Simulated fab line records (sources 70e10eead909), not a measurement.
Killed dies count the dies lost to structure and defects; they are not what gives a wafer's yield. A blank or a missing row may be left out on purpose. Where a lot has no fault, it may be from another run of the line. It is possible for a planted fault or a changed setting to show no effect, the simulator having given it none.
fab line records | flow nandHarc
record lots=5 wafers=15 lastDay=24
route steps=1159 shown P_ZERO_WELL@55 P_STI@69
lots that met no fault: taken from a fault-free run of the same line
startH: hours from the record's opening day to when the first of the lot's shown wafers began | waitH: hours from the lot's prior step to this one | " repeats the value in the row above | L1.1+2: a row that stands for several wafers | - value missing, or start not given | * or withheld: withheld | < > ~ a bound
route shown NAME@n: NAME is a module with steps in the file, n the number in the route of the first one | usual: the fault-free wafers' mean and standard deviation | same: alike in all rows | chamber/n: place in a boat | sites: per-site readings | _std_site: their standard deviation | _edge_site: the outer-site mean with the inner-site mean subtracted | radiusMm: for every site, how far away it sits from the centre of the wafer | mask NAME#n: copy n | behind: tool/chamber where the wafer was last shaped | hold: reason for holding the lot/hours on hold/outcome of the hold | device: transistor that didn't switch, given as n, p or np | end of line: the same wafers' tests at the end of the route | step lacking rows: just its recipe | killed: dies lost to structure and defects at the first sort, not the wafer's yield | map: shows each die of a wafer: x if killed, . if not, _ if none is there
set.NAME: the setting the step ran with; set.NAME@STEP: the setting that earlier step ran with | model.NAME: the simulator's own value behind a step, which no gauge read
a table for each step, a row for each wafer; lots at some steps of the route
services: when a tool's chamber went out of use (startH, in hours from the record's first day, below 0 if earlier), for how many hours, and the reason
## steps
# step NHARC_P_ZERO_WELL_EBR_48
# columns lot.wafer tool chamber startH waitH
L084.1+2+6 lithoTrack-05 0 - -
L090.1+3+4 lithoTrack-07 0 - -
L091.1+4+5 lithoTrack-07 0 - -
L093.1+4+6 lithoTrack-05 0 - -
L095.3+5+6 lithoTrack-03 0 - -
# step NHARC_P_ZERO_WELL_EXPOSE_49
# recipe na=0.6 targetCdNm=2000 doseMj=22.64 maskId=P_HVPW
# usual reticleTempC=23.00/0.096
# columns lot.wafer tool chamber startH waitH mask reticleTempC
L084.1 krfScanner-01 0 77.77 - P_HVPW#0 22.84
L084.2 " 0 " " P_HVPW#0 22.83
L084.6 " 0 " " P_HVPW#0 22.90
L090.1 krfScanner-02 0 113.53 - P_HVPW#0 23.00
L090.3 " 0 " " P_HVPW#0 23.05
L090.4 " 0 " " P_HVPW#0 23.01
L091.1 krfScanner-01 0 119.60 - P_HVPW#0 23.03
L091.4 " 0 " " P_HVPW#0 22.95
L091.5 " 0 " " P_HVPW#0 23.13
L093.1 krfScanner-02 0 131.71 - P_HVPW#0 23.12
L093.4 " 0 " " P_HVPW#0 23.08
L093.6 " 0 " " P_HVPW#0 23.04
L095.3 krfScanner-01 0 143.64 - P_HVPW#0 22.87
L095.5 " 0 " " P_HVPW#0 22.93
L095.6 " 0 " " P_HVPW#0 22.92
# step NHARC_P_ZERO_WELL_PEB_50
# recipe pebTempC=118 pebTimeS=85
# usual heaterPowerTotalW=163.93/0.27
# columns lot.wafer tool chamber startH waitH heaterPowerTotalW
L084.1 lithoTrack-07 0 77.84 0.1 163.69
L084.2 " 0 " " 163.98
L084.6 " 0 " " 164.21
L090.1 lithoTrack-07 0 113.59 0.1 163.67
L090.3 " 0 " " 163.69
L090.4 " 0 " " 164.02
L091.1 lithoTrack-05 0 119.66 0.1 163.72
L091.4 " 0 " " 164.07
L091.5 " 0 " " 163.70
L093.1 lithoTrack-05 0 131.79 0.1 163.63
L093.4 " 0 " " 163.99
L093.6 " 0 " " 163.77
L095.3 lithoTrack-05 0 143.70 0.0 163.60
L095.5 " 0 " " 163.94
L095.6 " 0 " " 163.65
# step NHARC_P_ZERO_WELL_DEVELOP_51
# recipe timeS=70
# columns lot.wafer tool chamber startH waitH
L084.1+2+6 lithoTrack-07 0 - -
L090.1+3+4 lithoTrack-07 0 - -
L091.1+4+5 lithoTrack-05 0 - -
L093.1+4+6 lithoTrack-05 0 - -
L095.3+5+6 lithoTrack-05 0 - -
# step NHARC_P_ZERO_WELL_CD_MEAS_52
# recipe targetCdNm=2000 landingEnergyEv=500
# usual cdNm=2000.7/1.7
# same landingEnergyEv=500
# columns lot.wafer tool chamber startH waitH cdNm
L084.1 cdSem-02 0 77.93 - 2002.1
L084.2 " 0 " " 1999.8
L084.6 " 0 " " 2003.3
L090.1 cdSem-02 0 113.68 - 2001.6
L090.3 " 0 " " 2002.3
L090.4 " 0 " " 2002.7
L091.1 cdSem-03 0 119.75 - 1998.7
L091.4 " 0 " " 2000.4
L091.5 " 0 " " 2002.0
L093.1 cdSem-01 0 131.88 - 2002.6
L093.4 " 0 " " 2000.8
L093.6 " 0 " " 2000.5
L095.3 cdSem-03 0 143.79 - 1999.5
L095.5 " 0 " " 2000.1
L095.6 " 0 " " 1997.9
# step NHARC_P_ZERO_WELL_HARDBAKE_53
# recipe tempC=125 timeS=80
# usual heaterPowerTotalW=183.9/0.69
# columns lot.wafer tool chamber startH waitH heaterPowerTotalW
L084.1 lithoTrack-05 0 78.01 - 184.6
L084.2 " 0 " " 184.7
L084.6 " 0 " " 184.1
L090.1 lithoTrack-07 0 113.76 - 183.2
L090.3 " 0 " " 183.8
L090.4 " 0 " " 183.3
L091.1 lithoTrack-07 0 119.83 - 184.7
L091.4 " 0 " " 183.1
L091.5 " 0 " " 184.9
L093.1 lithoTrack-05 0 131.96 - 184.6
L093.4 " 0 " " 183.3
L093.6 " 0 " " 184.8
L095.3 lithoTrack-05 0 143.87 - 183.8
L095.5 " 0 " " 182.8
L095.6 " 0 " " 185.0
# step NHARC_P_ZERO_WELL_DESCUM_54
# recipe timeS=3 o2FlowSccm=200 arFlowSccm=0 biasPowerW=0 chemistry=O2
# usual drypumpMotorCurrentA=5.7/0.42 oesProductAu=0.998/0.0099 rfVppV=57.8/0.9 showerheadPlenumPTorr=1.92/0.075 throttleValvePct=11.311/0.0092
# columns lot.wafer tool chamber startH waitH drypumpMotorCurrentA oesProductAu rfHoursCounterH rfVppV showerheadPlenumPTorr throttleValvePct
L084.2 rieDiel-10 0 78.11 - 6.1 1.012 5 57.7 1.96 11.314
L084.1 " 1 " " 5.4 1.011 5 57.6 2.04 11.318
L084.6 " 2 " " 5.8 1.013 - 58.1 1.85 11.294
L090.3 rieDiel-10 3 113.84 - 5.9 0.995 9 58.1 1.95 11.310
L090.4 " 0 " " 6.1 0.991 8 57.6 1.96 11.304
L090.1 " 1 " " 5.4 1.000 7 58.7 2.04 11.312
L091.4 rieDiel-09 2 119.91 - 6.4 1.007 1 55.8 1.81 11.319
L091.1 " 3 " " 6.2 1.009 1 57.8 1.86 11.308
L091.5 " 2 " " 6.4 1.008 - 59.2 1.81 11.309
L093.1 rieDiel-10 3 132.06 - 5.9 0.991 9 58.3 1.95 11.313
L093.4 " 0 " " 6.1 0.992 9 58.6 1.96 11.316
L093.6 " 2 " " 5.8 0.994 - 58.1 1.85 11.319
L095.3 rieDiel-02 0 143.96 - 5.6 0.998 9 59.4 1.87 11.322
L095.5 " 3 " " 6.0 0.978 - 58.4 1.91 11.311
L095.6 " 0 " " 5.5 1.001 - 57.3 1.87 11.301
# step NHARC_P_ZERO_WELL_IMPLANT_55
# recipe energyKev=180 doseCm2=8e+11 tiltDeg=7
# columns lot.wafer tool chamber startH waitH
L084.1+2+6 implanter-02 0 78.25 0.1
L090.1+3+4 implanter-02 0 113.99 0.1
L091.1+4+5 implanter-02 0 120.06 0.1
L093.1+4+6 implanter-01 0 132.19 0.1
L095.3+5+6 implanter-02 0 144.16 0.2
# step NHARC_P_ZERO_WELL_IMPLANT_61
# recipe energyKev=30 doseCm2=5e+11 tiltDeg=7
# columns lot.wafer tool chamber startH waitH
L084.1+2+6 implanter-02 0 78.43 0.2
L090.1+3+4 implanter-02 0 114.17 0.2
L091.1+4+5 implanter-02 0 120.24 0.2
L093.1+4+6 implanter-01 0 132.37 0.2
L095.3+5+6 implanter-02 0 144.34 0.2
# step NHARC_P_ZERO_WELL_STRIP_56
# recipe timeS=840 tempC=130 chemistry=SPM
# usual bathHeatDutyPct=15.0/1.3
# columns lot.wafer tool chamber startH waitH bathHeatDutyPct
L084.6 wetBench-04 7 78.65 0.0 13.8
L084.1 " 1 " " 15.9
L084.2 " 3 " " 14.6
L090.4 wetBench-05 7 114.39 0.1 16.2
L090.1 " 0 " " 16.6
L090.3 " 1 " " 14.6
L091.4 wetBench-04 0 120.49 0.1 14.0
L091.1 " 1 " " 17.5
L091.5 " 4 " " 14.9
L093.1 wetBench-04 3 132.59 0.2 14.6
L093.6 " 4 " " 15.0
L093.4 " 0 " " 14.3
L095.5 wetBench-09 5 144.50 0.1 13.7
L095.3 " 6 " " 14.3
L095.6 " 7 " " 14.6
# step NHARC_P_ZERO_WELL_PRECLEAN_68
# recipe timeS=60 tempC=50 bathAgeMin=0 chemistry=SC1
# usual bathHeatDutyPct=7.2/0.77 h2o2FlowMLMin=56.62/0.18
# columns lot.wafer tool chamber startH waitH bathHeatDutyPct h2o2FlowMLMin
L084.6 wetBench-04 7 - - 6.0 56.62
L084.1 " 1 " " 7.6 56.79
L084.2 " 3 " " 7.6 56.68
L090.4 wetBench-05 7 - - 7.3 56.32
L090.1 " 0 " " 7.8 56.47
L090.3 " 1 " " 6.0 56.75
L091.4 wetBench-04 0 - - 7.7 56.14
L091.1 " 1 " " 7.9 56.77
L091.5 " 4 " " 8.3 56.48
L093.1 wetBench-04 3 - - 7.1 56.61
L093.6 " 4 " " 6.8 56.71
L093.4 " 0 " " 7.1 56.73
L095.5 wetBench-09 5 - - 7.2 56.46
L095.3 " 6 " " 6.8 56.69
L095.6 " 7 " " 7.1 56.46
# step NHARC_P_ZERO_WELL_SRD_69
# columns lot.wafer tool chamber startH waitH
L084.6+1+2 wetBench-04 7,1,3 - -
L090.4+1+3 wetBench-05 7,0,1 - -
L091.4+1+5 wetBench-04 0,1,4 - -
L093.1+6+4 wetBench-04 3,4,0 - -
L095.5+3+6 wetBench-09 5,6,7 - -
# step NHARC_P_ZERO_WELL_RTA_42
# recipe tempC=1100 timeS=300
# usual lampPowerPct=35.3/1 wafer_temp_C_max=1104.8/1
# columns lot.wafer tool chamber startH waitH lampPowerPct wafer_temp_C_max
L084.1 rtpAnneal-02 0 79.09 - 36.5 1103.7
L084.2 " 0 " " 36.6 1104.4
L084.6 " 0 " " 36.5 1104.7
L090.1 rtpAnneal-01 0 114.82 - 34.3 1106.9
L090.3 " 0 " " 34.3 1104.1
L090.4 " 0 " " 34.4 1104.6
L091.1 rtpAnneal-01 0 121.09 - 34.3 1105.8
L091.4 " 0 " " 34.5 1105.3
L091.5 " 0 " " 34.5 1106.6
L093.1 rtpAnneal-02 0 133.03 - 36.5 1105.7
L093.4 " 0 " " 36.6 1105.1
L093.6 " 0 " " 36.4 1104.1
L095.3 rtpAnneal-01 0 145.15 - 34.4 1104.6
L095.5 " 0 " " 34.4 1104.1
L095.6 " 0 " " 34.4 1106.7
# step NHARC_P_ZERO_WELL_INSPECT_43
# usual rawDefectCount=14/7.1
# columns lot.wafer tool chamber startH waitH rawDefectCount
L084.1 defectInspect-01 - 79.78 0.6 10
L084.2 " - " " 7
L084.6 " - " " 15
L090.1 defectInspect-01 - 115.49 0.6 14
L090.3 " - " " 14
L090.4 " - " " 15
L091.1 defectInspect-02 - 121.77 0.6 14
L091.4 " - " " 22
L091.5 " - " " 10
L093.1 defectInspect-01 - 133.70 0.6 16
L093.4 " - " " 15
L093.6 " - " " 8
L095.3 defectInspect-01 - 145.61 0.4 11
L095.5 " - " " 6
L095.6 " - " " 17
# step NHARC_P_STI_ETCH_26
# recipe targetDepthA=110 chemistry=dHF material=SiO2
# columns lot.wafer tool chamber startH waitH
L084.1+2+6 wetBench-06 3,4,5 79.84 0.1
L090.4+3+1 wetBench-06 6,7,2 115.55 0.1
L091.4+5+1 wetBench-01 0,2,4 121.83 0.1
L093.1+6+4 wetBench-01 4,5,6 133.75 0.1
L095.5+3+6 wetBench-06 1,2,4 145.68 0.1
# step NHARC_P_STI_PRECLEAN_27
# recipe timeS=* tempC=50 bathAgeMin=0 chemistry=SC1
# usual bathHeatDutyPct=7.2/1 h2o2FlowMLMin=56.59/0.17
# columns lot.wafer tool chamber startH waitH bathHeatDutyPct h2o2FlowMLMin
L084.1 wetBench-06 3 79.90 0.1 8.7 56.52
L084.2 " 4 " " 7.5 56.83
L084.6 " 5 " " 7.2 56.75
L090.4 wetBench-06 6 115.61 0.0 5.8 56.41
L090.3 " 7 " " 8.8 56.69
L090.1 " 2 " " 6.7 56.53
L091.4 wetBench-01 0 121.89 0.0 6.4 56.68
L091.5 " 2 " " 6.3 56.38
L091.1 " 4 " " 8.3 56.47
L093.1 wetBench-01 4 133.82 0.1 7.2 56.54
L093.6 " 5 " " 6.1 56.56
L093.4 " 6 " " 7.3 56.60
L095.5 wetBench-06 1 145.73 0.0 8.0 56.67
L095.3 " 2 " " 6.5 56.64
L095.6 " 4 " " 7.4 56.78
# step NHARC_P_STI_SRD_28
# columns lot.wafer tool chamber startH waitH
L084.1+2+6 wetBench-06 3,4,5 - -
L090.4+3+1 wetBench-06 6,7,2 - -
L091.4+5+1 wetBench-01 0,2,4 - -
L093.1+6+4 wetBench-01 4,5,6 - -
L095.5+3+6 wetBench-06 1,2,4 - -
# step NHARC_P_STI_OXIDE_29
# recipe targetThkA=100 tempC=900 oxTimeS=1362 material=SiO2
# usual spikeTcUpperC=899.8/0.87 zonePowerTopPct=32/4.1
# columns lot.wafer tool chamber startH waitH spikeTcUpperC zonePowerTopPct
L084.1 furnace-02 0 85.96 - 899.0 37
L084.2 " 0 " " 900.2 37
L084.6 " 0 " " 900.8 37
L090.1 furnace-07 0 120.38 - 898.1 28
L090.3 " 0 " " 898.6 28
L090.4 " 0 " " 899.8 28
L091.1 furnace-07 0 128.31 - 899.6 28
L091.4 " 0 " " 899.4 29
L091.5 " 0 " " 899.6 28
L093.1 furnace-01 0 137.67 - 900.5 30
L093.4 " 0 " " 899.8 29
L093.6 " 0 " " 899.4 29
L095.3 furnace-02 0 149.84 - 898.9 36
L095.5 " 0 " " 899.1 37
L095.6 " 0 " " 900.6 37
# step NHARC_P_STI_HM_DEP_30
# recipe targetThkA=800 tempC=790 pressureMtorr=300 timeS=873 material=Si3N4
# usual spikeTcUpperC=790.5/1.5 zonePowerTopPct=23.9/1.7
# columns lot.wafer tool chamber startH waitH spikeTcUpperC zonePowerTopPct
L084.1 lpcvd-01 1 93.29 3.6 790.2 23.1
L084.2 " 1 " " 791.4 23.0
L084.6 " 1 " " 790.5 23.4
L090.1 lpcvd-02 1 127.63 3.6 790.8 25.6
L090.3 " 1 " " 787.8 25.2
L090.4 " 1 " " 790.9 25.2
L091.1 lpcvd-02 1 135.59 3.6 790.6 25.1
L091.4 " 1 " " 792.5 25.0
L091.5 " 1 " " 787.8 25.4
L093.1 lpcvd-02 1 144.97 3.6 790.4 25.3
L093.4 " 1 " " 790.4 25.7
L093.6 " 1 " " 790.0 25.0
L095.3 lpcvd-02 0 157.16 3.6 789.7 21.9
L095.5 " 0 " " 788.1 22.1
L095.6 " 0 " " 788.7 22.0
# step NHARC_P_STI_DEHYDRATE_01
# recipe tempC=150 timeS=120
# usual heaterPowerTotalW=182.5/1.3
# columns lot.wafer tool chamber startH waitH heaterPowerTotalW
L084.1 lithoTrack-07 0 96.95 0.4 182.3
L084.2 " 0 " " 181.1
L084.6 " 0 " " 183.3
L090.1 lithoTrack-03 0 131.28 0.4 180.9
L090.3 " 0 " " 182.5
L090.4 " 0 " " 182.2
L091.1 lithoTrack-07 0 139.25 0.4 182.5
L091.4 " 0 " " 181.2
L091.5 " 0 " " 183.7
L093.1 lithoTrack-02 0 148.63 0.4 181.7
L093.4 " 0 " " 181.7
L093.6 " 0 " " 182.4
L095.3 lithoTrack-07 0 160.79 0.4 181.9
L095.5 " 0 " " 184.1
L095.6 " 0 " " 182.4
# step NHARC_P_STI_HMDS_02
# recipe timeS=30
# columns lot.wafer tool chamber startH waitH
L084.1+2+6 lithoTrack-07 0 - -
L090.1+3+4 lithoTrack-03 0 - -
L091.1+4+5 lithoTrack-07 0 - -
L093.1+4+6 lithoTrack-02 0 - -
L095.3+5+6 lithoTrack-07 0 - -
# step NHARC_P_STI_COAT_41
# recipe tempC=200 timeS=65
# usual heaterPowerTotalW=386.2/1.3
# columns lot.wafer tool chamber startH waitH heaterPowerTotalW
L084.1 lithoTrack-07 0 - - 386.6
L084.2 " 0 " " 387.2
L084.6 " 0 " " 384.9
L090.1 lithoTrack-03 0 - - 386.1
L090.3 " 0 " " 385.2
L090.4 " 0 " " 384.4
L091.1 lithoTrack-07 0 - - 387.2
L091.4 " 0 " " 384.4
L091.5 " 0 " " 384.4
L093.1 lithoTrack-02 0 - - 384.4
L093.4 " 0 " " 387.4
L093.6 " 0 " " 387.3
L095.3 lithoTrack-07 0 - - 388.1
L095.5 " 0 " " 386.5
L095.6 " 0 " " 386.7
# step NHARC_P_STI_COAT_03
# recipe spinRpm=2000 resistThkNm=600
# columns lot.wafer tool chamber startH waitH
L084.1+2+6 lithoTrack-07 0 - -
L090.1+3+4 lithoTrack-03 0 - -
L091.1+4+5 lithoTrack-07 0 - -
L093.1+4+6 lithoTrack-02 0 - -
L095.3+5+6 lithoTrack-07 0 - -
# step NHARC_P_STI_SOFTBAKE_04
# recipe tempC=125 timeS=70
# usual heaterPowerTotalW=200.6/1.3
# columns lot.wafer tool chamber startH waitH heaterPowerTotalW
L084.1 lithoTrack-07 0 - - 199.9
L084.2 " 0 " " 202.7
L084.6 " 0 " " 199.2
L090.1 lithoTrack-03 0 - - 199.3
L090.3 " 0 " " 202.6
L090.4 " 0 " " 200.0
L091.1 lithoTrack-07 0 - - 202.7
L091.4 " 0 " " 200.0
L091.5 " 0 " " 200.3
L093.1 lithoTrack-02 0 - - 202.0
L093.4 " 0 " " 199.2
L093.6 " 0 " " 202.2
L095.3 lithoTrack-07 0 - - 199.2
L095.5 " 0 " " 199.1
L095.6 " 0 " " 202.7
# step NHARC_P_STI_EBR_05
# columns lot.wafer tool chamber startH waitH
L084.1+2+6 lithoTrack-07 0 - -
L090.1+3+4 lithoTrack-03 0 - -
L091.1+4+5 lithoTrack-07 0 - -
L093.1+4+6 lithoTrack-02 0 - -
L095.3+5+6 lithoTrack-07 0 - -
# step NHARC_P_STI_EXPOSE_06
# recipe na=0.55 targetCdNm=200 doseMj=37.69 maskId=P_STI
# usual reticleTempC=23.01/0.11
# columns lot.wafer tool chamber startH waitH mask reticleTempC
L084.1 krfScanner-04 0 97.39 - P_STI#0 23.32
L084.2 " 0 " " P_STI#0 23.07
L084.6 " 0 " " P_STI#0 23.02
L090.1 krfScanner-03 0 131.44 - P_STI#0 22.97
L090.3 " 0 " " P_STI#0 22.90
L090.4 " 0 " " P_STI#0 23.05
L091.1 krfScanner-02 0 139.70 - P_STI#0 23.01
L091.4 " 0 " " P_STI#0 22.83
L091.5 " 0 " " P_STI#0 22.94
L093.1 krfScanner-04 0 148.92 - P_STI#0 23.10
L093.4 " 0 " " P_STI#0 23.13
L093.6 " 0 " " P_STI#0 23.00
L095.3 krfScanner-02 0 160.96 - P_STI#0 22.90
L095.5 " 0 " " P_STI#0 22.88
L095.6 " 0 " " P_STI#0 22.77
# step NHARC_P_STI_PEB_07
# recipe pebTempC=128 pebTimeS=80
# usual heaterPowerTotalW=189.7/0.77
# columns lot.wafer tool chamber startH waitH heaterPowerTotalW
L084.1 lithoTrack-07 0 97.46 0.1 189.8
L084.2 " 0 " " 190.0
L084.6 " 0 " " 189.6
L090.1 lithoTrack-07 0 131.51 0.1 189.7
L090.3 " 0 " " 190.6
L090.4 " 0 " " 188.5
L091.1 lithoTrack-07 0 139.77 0.1 189.0
L091.4 " 0 " " 189.1
L091.5 " 0 " " 190.9
L093.1 lithoTrack-07 0 148.99 0.1 189.6
L093.4 " 0 " " 190.0
L093.6 " 0 " " 190.5
L095.3 lithoTrack-03 0 161.02 0.1 188.5
L095.5 " 0 " " 189.6
L095.6 " 0 " " 188.9
# step NHARC_P_STI_DEVELOP_08
# recipe timeS=50 devTempC=22
# usual developerTempC=21.99/0.093
# columns lot.wafer tool chamber startH waitH developerTempC
L084.1 lithoTrack-07 0 - - 21.94
L084.2 " 0 " " 21.99
L084.6 " 0 " " 21.92
L090.1 lithoTrack-07 0 - - 21.98
L090.3 " 0 " " 22.11
L090.4 " 0 " " 22.01
L091.1 lithoTrack-07 0 - - 21.94
L091.4 " 0 " " 22.07
L091.5 " 0 " " 21.95
L093.1 lithoTrack-07 0 - - 22.01
L093.4 " 0 " " 21.82
L093.6 " 0 " " 21.87
L095.3 lithoTrack-03 0 - - 22.01
L095.5 " 0 " " 22.07
L095.6 " 0 " " 21.85
# step NHARC_P_STI_CD_MEAS_09
# recipe targetCdNm=200 landingEnergyEv=500
# usual cdNm=200.1/2.2
# same landingEnergyEv=500
# columns lot.wafer tool chamber startH waitH cdNm
L084.1 cdSem-02 0 97.55 - 201.3
L084.2 " 0 " " 201.6
L084.6 " 0 " " 201.4
L090.1 cdSem-02 0 131.59 - 200.8
L090.3 " 0 " " 203.4
L090.4 " 0 " " 201.9
L091.1 cdSem-02 0 139.86 - 200.2
L091.4 " 0 " " 203.0
L091.5 " 0 " " 199.0
L093.1 cdSem-02 0 149.08 - 198.2
L093.4 " 0 " " 201.8
L093.6 " 0 " " 200.6
L095.3 cdSem-02 0 161.11 - 198.5
L095.5 " 0 " " 201.0
L095.6 " 0 " " 199.8
# step NHARC_P_STI_OVL_MEAS_10
# usual overlayXNm=1/4.9 overlayYNm=0/4.2
# columns lot.wafer tool chamber startH waitH overlayXNm overlayYNm
L084.1 overlay-01 - 97.63 - 0 -4
L084.2 " - " " 1 -5
L084.6 " - " " 0 -5
L090.1 overlay-02 - 131.68 - 4 -2
L090.3 " - " " 3 -2
L090.4 " - " " 3 -2
L091.1 overlay-02 - 139.95 - 4 3
L091.4 " - " " 4 3
L091.5 " - " " 4 4
L093.1 overlay-02 - 149.17 - -8 -2
L093.4 " - " " -8 -2
L093.6 " - " " -8 -1
L095.3 overlay-02 - 161.19 - 4 -4
L095.5 " - " " 4 -4
L095.6 " - " " 4 -4
# step NHARC_P_STI_INSPECT_11
# usual rawDefectCount=5.6/2.7
# columns lot.wafer tool chamber startH waitH rawDefectCount
L084.1 defectInspect-02 - 97.67 0.0 6
L084.2 " - " " 9
L084.6 " - " " 3
L090.1 defectInspect-01 - 131.72 0.0 6
L090.3 " - " " 4
L090.4 " - " " 6
L091.1 defectInspect-01 - 139.99 0.0 4
L091.4 " - " " 6
L091.5 " - " " 5
L093.1 defectInspect-02 - 149.20 0.0 6
L093.4 " - " " 3
L093.6 " - " " 6
L095.3 defectInspect-02 - 161.23 0.0 5
L095.5 " - " " 12
L095.6 " - " " 7
# step NHARC_P_STI_HARDBAKE_13
# recipe tempC=118 timeS=65
# usual heaterPowerTotalW=195.8/0.34
# columns lot.wafer tool chamber startH waitH heaterPowerTotalW
L084.1 lithoTrack-07 0 97.73 0.1 196.2
L084.2 " 0 " " 195.7
L084.6 " 0 " " 196.2
L090.1 lithoTrack-07 0 131.78 0.1 195.8
L090.3 " 0 " " 196.2
L090.4 " 0 " " 195.9
L091.1 lithoTrack-02 0 140.04 0.1 196.2
L091.4 " 0 " " 196.1
L091.5 " 0 " " 195.8
L093.1 lithoTrack-07 0 149.26 0.1 195.5
L093.4 " 0 " " 195.9
L093.6 " 0 " " 196.0
L095.3 lithoTrack-07 0 161.29 0.1 195.2
L095.5 " 0 " " 195.3
L095.6 " 0 " " 196.1
# step NHARC_P_STI_DESCUM_14
# recipe timeS=3 o2FlowSccm=200 arFlowSccm=0 biasPowerW=0 chemistry=O2
# usual drypumpMotorCurrentA=5.7/0.47 oesProductAu=1.001/0.01 rfVppV=57.7/0.8 showerheadPlenumPTorr=1.92/0.078 throttleValvePct=11.311/0.0091
# columns lot.wafer tool chamber startH waitH drypumpMotorCurrentA oesProductAu rfHoursCounterH rfVppV showerheadPlenumPTorr throttleValvePct
L084.1 rieDiel-01 2 97.82 - 6.1 1.007 10 56.5 1.84 11.304
L084.2 " 3 " " 5.9 0.993 9 57.7 1.89 11.298
L084.6 " 1 " " 6.2 0.998 - 57.6 1.89 11.313
L090.4 rieDiel-05 1 131.85 - 6.0 0.997 4 57.0 1.83 11.311
L090.3 " 2 " " 5.3 0.980 3 56.8 1.97 11.312
L090.1 " 0 " " 5.6 0.999 3 56.5 1.96 11.324
L091.1 rieDiel-05 1 140.12 - 6.0 0.999 4 57.8 1.83 11.306
L091.4 " 3 " " 6.0 1.015 4 59.0 1.95 11.313
L091.5 " 2 " " 5.3 0.976 - 58.3 1.97 11.325
L093.1 rieDiel-11 3 149.34 - 5.0 0.989 4 58.1 1.86 11.319
L093.4 " 0 " " 5.2 1.019 5 58.9 2.01 11.322
L093.6 " 3 " " 5.0 1.000 - 58.2 1.86 11.318
L095.3 rieDiel-11 3 161.38 - 5.0 0.995 5 57.3 1.86 11.320
L095.5 " 1 " " 5.6 1.011 - 58.2 2.05 11.320
L095.6 " 2 " " 5.5 1.004 - 56.6 1.79 11.318
## services
# columns tool chamber startH hours kind
lithoTrack-05 - 62.00 7.0 pm
wetBench-09 - 72.00 7.2 repair
rieDiel-01 3 74.66 7.0 repair
krfScanner-01 - 75.16 0.2 repair
rieDiel-09 - 77.10 9.0 pm
krfScanner-01 - 82.40 0.2 repair
implanter-02 - 85.00 13.0 pm
rieDiel-01 0 85.02 2.9 repair
rieDiel-09 - 89.61 0.9 repair
rieDiel-05 2 90.17 11.4 repair
krfScanner-01 - 90.57 0.8 repair
krfScanner-01 - 95.65 4.0 pm
rieDiel-11 2 96.36 15.9 repair
rieDiel-10 0 103.08 4.1 repair
krfScanner-01 - 105.62 0.5 repair
furnace-02 - 108.86 26.0 pm
wetBench-09 - 112.80 8.0 pm
krfScanner-01 - 124.91 4.5 repair
krfScanner-04 - 126.01 4.0 pm
wetBench-06 - 129.67 8.0 pm
rieDiel-01 - 137.80 9.0 pm
rieDiel-05 0 141.97 6.7 repair
rieDiel-10 3 145.65 39.6 repair
wetBench-05 - 159.36 11.3 repair
## key
fault none
